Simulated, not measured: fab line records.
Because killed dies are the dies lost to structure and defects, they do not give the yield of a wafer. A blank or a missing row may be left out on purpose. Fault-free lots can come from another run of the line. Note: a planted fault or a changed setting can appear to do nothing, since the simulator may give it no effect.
Matching of chambers	flow n5Finfet	N5_STI_FIN_REVEAL_CMP_04 on cmp-03: 4 sister chambers
The step polishes, stops on Si3N4, t overpolish 4 s, target thk 131.83 nm. 8 wafers are shown with their chamber, then 8 later ones without.

WAFERS, EACH WITH ITS CHAMBER
wafer	chamber	timeToEndpointS (s)	motorCurrentA (A)
L075.3	1	104	8.1
L084.6	1	106	8.8
L088.1	3	112	8.3
L088.5	3	109	8.9
L090.3	0	110	8.2
L090.4	2	111	7.7
L090.6	0	110	7.8
L091.1	2	113	8.1

WAFERS WITHOUT THEIR CHAMBER
wafer	timeToEndpointS (s)	motorCurrentA (A)
L091.2	111	8.5
L091.6	113	8.2
L092.1	120	8.1
L092.2	119	8.6
L092.3	121	8.1
L096.3	106	8.0
L096.4	110	8.3
L096.6	111	8.1

WHICH CHAMBER EACH ONE RAN IN
wafer	from the rows above	in truth
L091.2	can't be placed: 3 or 0 or 2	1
L091.6	can't be placed: 2 or 3 or 0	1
L092.1	can't be placed: 2 or 3 or 0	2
L092.2	can't be placed: 2 or 3 or 0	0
L092.3	can't be placed: 2 or 3 or 0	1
L096.3	can't be placed: 1 or 0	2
L096.4	can't be placed: 0 or 3 or 2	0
L096.6	can't be placed: 0 or 2 or 3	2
Placed correctly: 0 of 8. These rows do not allow placing 8 (true chamber among the candidates in 4). 0 placed wrongly.
How it was worked out, from the rows above alone: a wafer's distance from a chamber is the root of the sum, over the readings, of the square of ((its reading less the chamber's mean) divided by the reading's scatter). If the next closest chamber is less than 2 further off than the closest, the wafer can't be placed; otherwise it belongs to the closest. For every chamber, the mean is computed from those of its wafers that are shown. The scatter: the root of (the sum of the squares of (reading less its chamber's mean) over the shown wafers, divided by (wafers less chambers)).
